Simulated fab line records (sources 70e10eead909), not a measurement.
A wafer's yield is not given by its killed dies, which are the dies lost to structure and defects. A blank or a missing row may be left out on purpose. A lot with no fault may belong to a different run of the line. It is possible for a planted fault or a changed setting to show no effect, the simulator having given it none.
fab line records -- flow nand-harc
[record] lots = 6, wafers = 18, last-day = 24
route steps=1159 shown A_SLIT@801 A_SIN_REMOVE@804 A_WL_FILL@809 A_CONTACT@840 END@1159
lots that met no fault: from a run of the same line without faults
start-h: start of the lot's first displayed wafer, in hours after the record's first day -- wait-h: time in hours since the lot's previous step -- " repeats the value in the row above -- L1.1+2: a row that stands for several wafers -- - no value present, or no start provided -- * or withheld: withheld -- < > ~ a bound
route shown NAME@n: a module of which the file shows steps, and the number in the route of the first -- usual: mean and standard deviation over wafers with no fault -- same: alike in all rows -- chamber/n: place in a boat -- sites: per-site readings -- _std_site: the standard deviation of these -- _edge_site: outer sites' mean less inner sites' -- radius-mm: how far each site lies from the wafer's centre -- mask NAME#n: copy n -- behind: the tool/chamber that last shaped the wafer -- hold: why the lot went on hold/how many hours it stayed there/how the hold came to an end -- device: whichever transistor did not switch (one of n, p or np) -- end of line: at the end of the route, the tests of the same wafers -- a step given without rows: its recipe and nothing more -- killed: dies that structure and defects cost at the first sort, which is not the same as the wafer's yield -- map: per-die view of a wafer (x killed, . not killed, _ where there is no die)
set.NAME: the run value of the setting; set.NAME@STEP: its run value at that earlier step -- model.NAME: the simulator's own value behind a step, which no gauge read
lots at some steps of the route; a table a step, a row a wafer
services: when a tool's chamber went out of use (start-h, in hours from the record's first day, below 0 if earlier), for how many hours, and the reason
[[steps]]
[step NHARC_A_SLIT_PRECLEAN_19]
[recipe] time-s = *, temp-c = 50, bath-age-min = 0, chemistry = SC1
[step NHARC_A_SLIT_SRD_20]
[step NHARC_A_SLIT_CD_MEAS_21]
[usual] cd-nm = 289.3/0.78
lot.wafer,tool,chamber,start-h,wait-h,cd-nm
L701.1,cd-sem-02,-,337.08,-,289.9
L701.3,cd-sem-02,-,337.08,-,289.5
L701.4,cd-sem-02,-,337.08,-,288.9
L700.1,cd-sem-03,-,341.33,-,290.2
L700.5,cd-sem-03,-,341.33,-,291.0
L700.6,cd-sem-03,-,341.33,-,290.0
L711.2,cd-sem-01,-,399.82,-,289.2
L711.4,cd-sem-01,-,399.82,-,289.4
L711.5,cd-sem-01,-,399.82,-,289.4
L720.4,cd-sem-02,-,432.50,-,289.8
L720.5,cd-sem-02,-,432.50,-,290.2
L720.6,cd-sem-02,-,432.50,-,289.5
L721.1,cd-sem-03,-,439.33,-,289.0
L721.4,cd-sem-03,-,439.33,-,289.8
L721.5,cd-sem-03,-,439.33,-,289.5
L722.4,cd-sem-02,-,441.74,-,290.1
L722.5,cd-sem-02,-,441.74,-,289.4
L722.6,cd-sem-02,-,441.74,-,289.5
[step NHARC_A_SIN_REMOVE_WET_00]
[recipe] temp-c = 160, time-s = 15300, chemistry = H3PO4
[step NHARC_A_SIN_REMOVE_PRECLEAN_01]
[recipe] time-s = *, temp-c = 50, bath-age-min = 0, chemistry = SC1
[step NHARC_A_SIN_REMOVE_SRD_02]
[step NHARC_A_SIN_REMOVE_INSPECT_04]
[usual] raw-defect-count = 290/67
lot.wafer,tool,chamber,start-h,wait-h,raw-defect-count
L701.1,defect-inspect-02,-,344.72,0.0,218
L701.3,defect-inspect-02,-,344.72,0.0,270
L701.4,defect-inspect-02,-,344.72,0.0,329
L700.1,defect-inspect-02,-,347.95,0.0,234
L700.5,defect-inspect-02,-,347.95,0.0,269
L700.6,defect-inspect-02,-,347.95,0.0,258
L711.2,defect-inspect-01,-,406.73,0.0,194
L711.4,defect-inspect-01,-,406.73,0.0,299
L711.5,defect-inspect-01,-,406.73,0.0,224
L720.4,defect-inspect-01,-,440.08,0.0,229
L720.5,defect-inspect-01,-,440.08,0.0,281
L720.6,defect-inspect-01,-,440.08,0.0,244
L721.1,defect-inspect-02,-,446.68,0.1,196
L721.4,defect-inspect-02,-,446.68,0.1,376
L721.5,defect-inspect-02,-,446.68,0.1,265
L722.4,defect-inspect-02,-,449.49,0.0,307
L722.5,defect-inspect-02,-,449.49,0.0,348
L722.6,defect-inspect-02,-,449.49,0.0,295
[step NHARC_A_WL_FILL_ALD_00]
[recipe] target-thk-a = 30, pulse-time-s = 3, ald-cycles = 30, temp-c = 300, material = Al2O3
[step NHARC_A_WL_FILL_RTA_01]
[recipe] temp-c = 1000, time-s = 5
[step NHARC_A_WL_FILL_ALD_02]
[recipe] target-thk-a = 20, pulse-time-s = 3, ald-cycles = 100, temp-c = 450, material = TiN
[usual] heater-power-w = 1086/99, precursor-pulse-height-rel = 1.001/0.021
lot.wafer,tool,chamber,start-h,wait-h,heater-power-w,precursor-pulse-height-rel
L701.3,ald-metal-04,1,345.27,0.1,1017,0.988
L701.4,ald-metal-04,3,345.27,0.1,1191,1.040
L701.1,ald-metal-04,0,345.27,0.1,962,0.952
L700.1,ald-metal-02,2,348.61,0.3,1068,0.987
L700.6,ald-metal-02,3,348.61,0.3,1007,0.979
L700.5,ald-metal-02,0,348.61,0.3,1077,0.995
L711.4,ald-metal-01,3,407.47,0.1,1040,1.026
L711.2,ald-metal-01,0,407.47,0.1,1181,1.015
L711.5,ald-metal-01,3,407.47,0.1,1036,1.026
L720.4,ald-metal-02,0,440.62,0.1,1058,0.994
L720.5,ald-metal-02,0,440.62,0.1,1036,1.013
L720.6,ald-metal-02,1,440.62,0.1,1303,1.008
L721.4,ald-metal-02,3,447.42,0.1,1004,1.028
L721.1,ald-metal-02,0,447.42,0.1,1010,1.045
L721.5,ald-metal-02,2,447.42,0.1,1071,0.974
L722.4,ald-metal-04,3,450.04,0.1,1201,1.019
L722.5,ald-metal-04,3,450.04,0.1,1224,0.980
L722.6,ald-metal-04,0,450.04,0.1,950,0.987
[step NHARC_A_WL_FILL_CVD_03]
[recipe] target-thk-a = 400, temp-c = 300, pressure-torr = 40, wf6-flow-sccm = 40, h2-flow-sccm = 1600, ar-flow-sccm = 1560, time-s = 3302, material = W
[usual] heater-power-w = 451/20, mfc-wf6-sccm = 40.00/0.12, throttle-valve-pct = 7.7/0.32
lot.wafer,tool,chamber,start-h,wait-h,heater-power-w,mfc-wf6-sccm,throttle-valve-pct
L701.1,cvd-w-01,1,345.71,0.1,439,40.04,7.5
L701.3,cvd-w-01,1,345.71,0.1,437,39.95,7.4
L701.4,cvd-w-01,0,345.71,0.1,440,40.01,7.7
L700.1,cvd-w-01,0,352.70,3.8,451,40.07,8.0
L700.6,cvd-w-01,1,354.12,5.2,442,40.08,7.7
L700.5,cvd-w-01,0,354.12,5.2,458,40.04,7.4
L711.2,cvd-w-02,0,408.51,0.7,480,39.98,7.5
L711.4,cvd-w-02,1,409.91,2.1,432,40.20,8.0
L711.5,cvd-w-02,0,409.91,2.1,481,39.99,7.8
L720.4,cvd-w-01,1,441.99,1.0,442,39.73,7.5
L720.6,cvd-w-01,1,441.99,1.0,455,39.87,7.7
L720.5,cvd-w-01,0,441.99,1.0,456,39.95,7.7
L721.1,cvd-w-02,0,448.68,0.9,482,39.97,7.3
L721.4,cvd-w-02,1,448.68,0.9,433,40.11,8.4
L721.5,cvd-w-02,0,450.56,2.8,483,40.12,7.8
L722.4,cvd-w-02,1,452.87,2.4,417,39.92,8.1
L722.5,cvd-w-02,0,452.87,2.4,488,40.07,7.4
L722.6,cvd-w-02,1,452.87,2.4,431,39.89,8.2
[step NHARC_A_WL_FILL_ETCHBACK_04]
[recipe] target-depth-a = 600, time-s = 120, chemistry = NF3
[usual] chamber-pressure-mTorr = 299.98/0.28, drypump-motor-current-A = 5.9/0.37, oes-product-au = 1.007/0.0072
lot.wafer,tool,chamber,start-h,wait-h,chamber-pressure-mTorr,drypump-motor-current-A,oes-product-au,rf-hours-counter-h
L701.1,rie-metal-03,1,349.05,2.9,299.99,6.5,1.001,1.2
L701.3,rie-metal-03,0,349.05,2.9,300.16,5.7,1.013,-
L701.4,rie-metal-03,1,349.05,2.9,300.10,6.5,0.999,-
L700.1,rie-metal-02,0,355.55,2.4,299.71,6.2,1.001,4.0
L700.6,rie-metal-02,0,355.55,2.4,300.18,6.1,1.016,-
L700.5,rie-metal-02,1,355.55,2.4,300.35,5.7,1.014,-
L711.2,rie-metal-02,1,411.84,2.9,299.37,5.7,1.008,0.3
L711.4,rie-metal-02,0,411.84,2.9,299.66,6.2,1.008,-
L711.5,rie-metal-02,0,411.84,2.9,299.37,6.1,1.019,-
L720.4,rie-metal-02,0,444.46,2.0,300.13,6.2,1.017,-
L720.6,rie-metal-02,1,444.46,2.0,300.27,5.7,1.002,-
L720.5,rie-metal-02,0,444.46,2.0,300.26,6.2,1.014,-
L721.1,rie-metal-03,0,451.57,2.4,299.63,5.7,1.002,4.6
L721.4,rie-metal-03,1,451.57,2.4,299.64,6.5,1.001,-
L721.5,rie-metal-03,0,451.57,2.4,299.99,5.7,1.008,-
L722.4,rie-metal-01,0,454.81,1.5,299.98,5.3,1.018,-
L722.6,rie-metal-01,0,454.81,1.5,299.83,5.3,1.023,-
L722.5,rie-metal-01,1,454.81,1.5,299.92,5.5,1.012,-
[step NHARC_A_WL_FILL_ETCHBACK_05]
[recipe] target-depth-a = 220, time-s = 60, temp-c = 40, chemistry = Cl2/BCl3
[step NHARC_A_WL_FILL_STRIP_27]
[recipe] power-w = 1500, temp-c = 250, time-s = 20, chemistry = N2/H2
[step NHARC_A_WL_FILL_STRIP_28]
[recipe] time-s = 1200, temp-c = 72.5, chemistry = post-etch-residue-remover
[step NHARC_A_WL_FILL_PRECLEAN_06]
[recipe] time-s = 300, chemistry = DIW
[step NHARC_A_WL_FILL_SRD_07]
[step NHARC_A_WL_FILL_ANNEAL_08]
[recipe] temp-c = 450, time-s = 1800
[step NHARC_A_WL_FILL_ALD_10]
[recipe] target-thk-a = 500, pulse-time-s = 10, ald-cycles = 500, temp-c = 300, material = SiO2
[step NHARC_A_WL_FILL_ETCHBACK_16]
[recipe] target-depth-a = 880, time-s = 17.6, c4f8-flow-sccm = withheld, o2-flow-sccm = 8, ar-flow-sccm = withheld, rf-w = 600, bias-w = 800, chemistry = C4F8/O2/Ar
[step NHARC_A_WL_FILL_STRIP_29]
[recipe] time-s = 20, o2-flow-sccm = 500, ar-flow-sccm = 0, bias-w = 0, chemistry = O2
[step NHARC_A_WL_FILL_ETCHBACK_17]
[recipe] target-depth-a = 40, time-s = 26.7, chemistry = Cl2/BCl3
[step NHARC_A_WL_FILL_PRECLEAN_18]
[recipe] time-s = 30, chemistry = dHF
[step NHARC_A_WL_FILL_SRD_21]
[step NHARC_A_WL_FILL_CVD_23]
[recipe] target-thk-a = 400, temp-c = 620, pressure-mtorr = 200, time-s = 800, material = poly-Si
[step NHARC_A_WL_FILL_ETCHBACK_26]
[recipe] target-depth-a = 520, time-s = 13.3, hbr-flow-sccm = 150, rf-w = 350, icp-w = 350, bias-w = 60, chemistry = HBr
[step NHARC_A_WL_FILL_PRECLEAN_30]
[recipe] time-s = 10, chemistry = dHF
[step NHARC_A_WL_FILL_SRD_14]
[step NHARC_A_WL_FILL_ALD_19]
[recipe] target-thk-a = 20, pulse-time-s = 3, ald-cycles = 100, temp-c = 450, material = TiN
[usual] heater-power-w = 1088/100, precursor-pulse-height-rel = 1.001/0.019
lot.wafer,tool,chamber,start-h,wait-h,heater-power-w,precursor-pulse-height-rel
L700.1,ald-metal-04,2,369.79,0.1,1014,0.968
L700.6,ald-metal-04,1,369.79,0.1,985,0.997
L700.5,ald-metal-04,2,369.79,0.1,1016,0.974
L701.1,ald-metal-01,0,369.89,0.2,1189,1.016
L701.3,ald-metal-01,1,369.89,0.2,1133,1.018
L701.4,ald-metal-01,2,369.89,0.2,1191,0.982
L711.4,ald-metal-01,3,429.70,0.1,1037,0.994
L711.2,ald-metal-01,1,429.70,0.1,1138,0.988
L711.5,ald-metal-01,2,429.70,0.1,1190,1.023
L720.4,ald-metal-02,3,460.59,0.1,1008,1.019
L720.5,ald-metal-02,1,460.59,0.1,1279,1.012
L720.6,ald-metal-02,2,460.59,0.1,1071,0.965
L721.1,ald-metal-02,1,467.64,0.1,1258,0.996
L721.4,ald-metal-02,0,467.64,0.1,1043,0.988
L721.5,ald-metal-02,2,467.64,0.1,1045,0.970
L722.4,ald-metal-01,2,471.22,0.2,1197,0.992
L722.5,ald-metal-01,3,471.22,0.2,1039,0.994
L722.6,ald-metal-01,0,471.22,0.2,1171,1.008
[step NHARC_A_WL_FILL_CVD_20]
[recipe] target-thk-a = 750, temp-c = 300, pressure-torr = 40, wf6-flow-sccm = 40, h2-flow-sccm = 1600, ar-flow-sccm = 1560, time-s = 5064, material = W
[step NHARC_A_WL_FILL_CMP_12]
[recipe] t-overpolish-s = 30, target-thk-nm = 75
[usual] motor-current-A = 12.4/1.5, overpolish-run-s = 30.000/0.0087, time-to-endpoint-s = 14.9/2.2
lot.wafer,tool,chamber,start-h,wait-h,motor-current-A,overpolish-run-s,time-to-endpoint-s
L700.1,cmp-03,1,375.03,4.3,12.2,30.008,18.6
L700.5,cmp-03,2,375.03,4.3,10.3,30.005,20.3
L700.6,cmp-03,3,375.03,4.3,13.7,30.004,16.3
L701.4,cmp-04,3,379.29,2.2,14.5,30.001,13.0
L701.3,cmp-04,0,379.29,2.2,10.6,30.000,13.1
L701.1,cmp-04,2,379.29,2.2,14.5,30.006,11.5
L711.4,cmp-04,3,434.96,2.9,14.8,30.007,17.1
L711.2,cmp-04,2,434.96,2.9,14.0,30.004,15.7
L711.5,cmp-04,3,434.96,2.9,14.8,30.018,18.7
L720.4,cmp-01,3,465.76,2.2,13.6,29.994,12.0
L720.5,cmp-01,2,465.76,2.2,11.5,29.984,10.8
L720.6,cmp-01,3,465.76,2.2,12.9,30.011,10.4
L721.1,cmp-03,3,472.88,3.6,13.6,29.987,12.8
L721.4,cmp-03,0,472.88,3.6,12.6,30.008,12.8
L721.5,cmp-03,3,472.88,3.6,14.9,30.011,9.9
L722.4,cmp-01,0,481.94,2.2,11.1,29.999,14.2
L722.5,cmp-01,0,481.94,2.2,11.0,30.007,16.2
L722.6,cmp-01,1,481.94,2.2,12.4,30.006,14.4
[step NHARC_A_WL_FILL_SRD_31]
[step NHARC_A_CONTACT_DEP_24]
[recipe] target-thk-a = 5000, temp-c = 400, pressure-torr = 6.5, rf-w = 900, teos-flow-sccm = 161.4, flow-sccm = 2650, target-thk-nm = 500, gas = O2, material = SiO2
[usual] heater-power-w = 507/80, throttle-valve-pct = 15.9/0.43
lot.wafer,tool,chamber,start-h,wait-h,heater-power-w,throttle-valve-pct
L700.1,pecvd-02,0,375.49,0.1,496,15.4
L700.6,pecvd-02,0,375.49,0.1,512,15.8
L700.5,pecvd-02,2,375.49,0.1,542,15.8
L701.1,pecvd-01,1,379.92,0.1,575,17.0
L701.3,pecvd-01,2,379.92,0.1,404,16.2
L701.4,pecvd-01,0,379.92,0.1,407,15.4
L711.2,pecvd-04,2,436.00,0.5,782,15.4
L711.4,pecvd-04,2,436.00,0.5,612,15.6
L711.5,pecvd-04,1,436.00,0.5,575,16.1
L720.6,pecvd-04,1,466.47,0.2,492,16.5
L720.4,pecvd-04,2,466.47,0.2,694,15.6
L720.5,pecvd-04,0,466.47,0.2,456,16.2
L721.1,pecvd-04,1,473.48,0.1,572,16.4
L721.5,pecvd-04,1,473.48,0.1,584,16.5
L721.4,pecvd-04,2,473.48,0.1,617,15.6
L722.5,pecvd-02,2,482.68,0.2,555,15.7
L722.4,pecvd-02,0,482.68,0.2,498,15.5
L722.6,pecvd-02,1,482.68,0.2,499,15.9
[step NHARC_A_CONTACT_DEP_28]
[recipe] target-thk-a = 36000, temp-c = 400, material = aC
[step NHARC_END_SORT_01]
[recipe] temp-c = 25
[usual] killed-at-array = 28/10, killed-at-other = 0.6/0.85, killed-at-periphery = 3.3/2.3, killed-dies = 32/11, killed-open = 3.3/1.5, killed-short = 2.1/1.4
[same] gross-dies = 677
lot.wafer,tool,chamber,start-h,wait-h,killed-at-array,killed-at-other,killed-at-periphery,killed-dies,killed-open,killed-short
L701.1,prober-02,0,458.43,2.5,27,0,3,30,3,2
L701.3,prober-02,0,460.05,3.1,19,0,1,20,2,1
L701.4,prober-02,0,460.86,3.4,18,2,4,24,4,4
L711.2,prober-01,0,515.58,2.8,28,0,6,34,3,3
L711.4,prober-01,0,517.16,3.4,27,0,4,31,4,1
L711.5,prober-01,0,517.94,3.7,25,1,2,28,3,0
L721.1,prober-01,0,545.45,2.5,97,0,2,99,1,2
L721.5,prober-01,0,548.64,3.7,93,1,1,95,3,1
L722.4,prober-01,0,563.44,3.4,12,0,4,16,2,6
L722.5,prober-01,0,564.24,3.7,85,0,3,88,5,1
L722.6,prober-01,0,565.04,4.0,13,0,2,15,3,7
// killed by level:class
L701.1 A_SLIT:chamber-film-flake=12 A_CHANNEL_HOLE_D1:chamber-film-flake=3 A_CHANNEL_HOLE_D1:geometric-particle:open=2 P_ZERO_WELL:chamber-film-flake=2 A_STAIRCASE:chamber-film-flake=2 A_WL_FILL:chamber-film-flake=2 A_CONTACT:chamber-film-flake=2 A_CHANNEL_HOLE_D1:geometric-particle:short=1
L701.3 A_SLIT:chamber-film-flake=6 A_STAIRCASE:chamber-film-flake=5 A_CHANNEL_HOLE_D1:chamber-film-flake=2 A_CHANNEL_FILL_D1:chamber-film-flake=2 A_STAIRCASE:geometric-particle:open=1 A_CONTACT:geometric-particle:short=1 A_CONTACT:geometric-particle:open=1 P_STI:chamber-film-flake=1
L701.4 A_SLIT:chamber-film-flake=8 A_WL_FILL:chamber-film-flake=3 A_CONTACT:geometric-particle:open=2 P_STI:chamber-film-flake=2 THIN_TSV:chamber-film-flake=2 P_STI:geometric-particle:open=1 P_M0:geometric-particle:open=1 A_ONON_D1:geometric-particle:short=1
L711.2 A_CHANNEL_HOLE_D1:chamber-film-flake=16 A_CONTACT:chamber-film-flake=3 A_WL_FILL:geometric-particle:short=2 A_WL_FILL:geometric-particle:open=2 P_M1:chamber-film-flake=2 A_STAIRCASE:chamber-film-flake=2 A_WL_FILL:chamber-film-flake=2 P_CONTACT:geometric-particle:open=1
L711.4 A_CHANNEL_HOLE_D1:chamber-film-flake=15 P_M1:chamber-film-flake=3 A_ZERO_WELL:chamber-film-flake=2 A_STAIRCASE:chamber-film-flake=2 A_CONTACT:chamber-film-flake=2 A_CHANNEL_FILL_D1:geometric-particle:open=1 A_SGD_CUT:geometric-particle:open=1 A_WL_FILL:geometric-particle:short=1
L711.5 A_CHANNEL_HOLE_D1:chamber-film-flake=15 A_STAIRCASE:chamber-film-flake=4 A_CONTACT:chamber-film-flake=4 P_CONTACT:geometric-particle:open=2 A_WL_FILL:geometric-particle:open=1 A_WL_FILL:chamber-film-flake=1 THIN_TSV:chamber-film-flake=1
L721.1 A_WL_FILL:unspecified=69 A_CHANNEL_HOLE_D1:chamber-film-flake=21 A_CHANNEL_FILL_D1:chamber-film-flake=2 P_GATE:geometric-particle:short=1 A_ONON_D1:geometric-particle:open=1 A_M1:geometric-particle:short=1 P_STI:chamber-film-flake=1 A_ZERO_WELL:chamber-film-flake=1
L721.5 A_WL_FILL:unspecified=69 A_CHANNEL_HOLE_D1:chamber-film-flake=14 A_CONTACT:chamber-film-flake=4 A_STAIRCASE:chamber-film-flake=3 P_M0:geometric-particle:open=1 A_SGD_CUT:geometric-particle:open=1 A_WL_FILL:geometric-particle:short=1 A_M0:geometric-particle:open=1
L722.4 A_CHANNEL_HOLE_D1:chamber-film-flake=6 P_CONTACT:geometric-particle:short=2 P_CONTACT:geometric-particle:open=1 A_SOURCE_PLATE:geometric-particle:short=1 A_SGD_CUT:geometric-particle:open=1 A_SGD_CUT:geometric-particle:short=1 A_WL_FILL:geometric-particle:short=1 A_CONTACT:geometric-particle:short=1
L722.5 A_WL_FILL:unspecified=69 A_CHANNEL_HOLE_D1:chamber-film-flake=6 A_SLIT:chamber-film-flake=3 P_GATE:chamber-film-flake=2 P_GATE:geometric-particle:open=1 A_SOURCE_PLATE:geometric-particle:short=1 A_ONON_D1:geometric-particle:open=1 A_CHANNEL_FILL_D1:geometric-particle:open=1
L722.6 A_WL_FILL:geometric-particle:short=5 A_CHANNEL_HOLE_D1:chamber-film-flake=3 A_ZERO_WELL:chamber-film-flake=2 P_CONTACT:geometric-particle:open=1 P_M2:geometric-particle:open=1 A_CHANNEL_HOLE_D1:geometric-particle:short=1 A_WL_FILL:geometric-particle:open=1 A_BLC:geometric-particle:short=1
// map L721.1 (x killed, . not)
____________.____________
_________......._________
_______..........._______
______........x....______
_____..............._____
____.................____
____........x........____
___...................___
___...................___
__................x....__
__.....................__
_.................x....._
_......................._
_......................._
_..............x........_
_.....x......x.........._
....x..x.................
..x....x.................
..xxxx..x................
...x................x....
.x..x....................
_..xxx.................._
_..x.x.................._
_.....x................._
_..xx..................._
_......................._
__.........x...x..x....__
__......x..x.x.x.......__
___.......xxxxxx......___
___....x..xxxxxxx.....___
____.....xxxxxxxx....____
____......xxxxxx.x...____
_____....xxxxxxxxx.._____
______...xxxxxxxxx.______
_______..xxxxxxxxx_______
_________xxxxxxx_________
____________x____________
// map L722.5 (x killed, . not)
____________.____________
_________......._________
_______..........._______
______.............______
_____..............._____
____.................____
____.................____
___...................___
___...................___
__.............x.......__
__.....................__
_......................._
_......x................_
_............x.........._
_...........x..........._
_...x.......x..........._
x...x....................
..........x.....x........
.........................
..xx..........x.....x....
...........x.............
_......................._
_...........x.....x....._
_..x...................._
_......................._
_......................._
__.........x.x.........__
__..x......xxx.........__
___.......xxxx..x.....___
___......xxxxxxxx.....___
____.....xxxxxxxx....____
____.....xxxxxxxx....____
_____....xxxxxxxx..x_____
______...xxxxxxxx..______
_______xxxxxxxxxx._______
_________xxxxxxx_________
____________x____________
[[services]]
tool,chamber,start-h,hours,kind
pecvd-02,-,334.27,13.0,pm
cvd-w-01,-,341.63,0.4,repair
ald-metal-04,-,347.49,2.2,repair
pecvd-04,1,350.21,9.6,repair
cmp-03,-,352.03,4.0,pm
pecvd-04,-,352.33,0.6,repair
cmp-04,-,358.03,0.8,repair
ald-metal-02,0,358.18,12.8,repair
ald-metal-02,-,364.10,10.0,pm
pecvd-02,-,366.19,2.1,repair
cmp-01,-,367.05,1.0,repair
cmp-01,-,375.53,4.0,pm
pecvd-04,-,376.00,13.0,pm
cvd-w-02,-,381.37,13.0,pm
rie-metal-02,-,388.00,9.0,pm
pecvd-04,2,389.00,5.1,repair
cvd-w-01,-,393.28,0.3,repair
ald-metal-01,3,394.64,1.4,repair
cmp-04,-,400.92,4.0,pm
ald-metal-04,-,406.00,10.0,pm
ald-metal-01,1,409.48,7.5,repair
pecvd-04,-,429.54,1.1,repair
ald-metal-01,-,458.00,10.0,pm
cvd-w-01,-,477.28,13.0,pm
[[key]]
[first-sign] step = NHARC_END_SORT_01, reading = killed-at-array, direction = up, sigmas = 6.2, usual = 28, struck = 92
[effect] step = NHARC_END_SORT_01, reading = killed-dies, direction = up, sigmas = 5.8, usual = 32, struck = 94
[more-kills-born-at] NHARC_A_WL_FILL_CVD_03@cvd-w-02 = 207
met-at NHARC_A_WL_FILL_CVD_03
struck-wafers L721.1,L721.5,L722.5
tester-left-out L721,L722
onset-between 408.51 448.68
[fault] kind = chamber-particle-source, tool = cvd-w-02, chamber = 0, onset-h = 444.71, steps = NHARC_A_WL_FILL_CVD_03, rate-per-visit-cm2 = 2.107, end-h = 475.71
// tester-left-out: of these lots the tester's yield and bins aren't shown, on N5 and GAA mostly nor the transistor test; their killed dies are dies lost to structure and defects alone, not to doping, threshold or leakage, so they don't give the yield
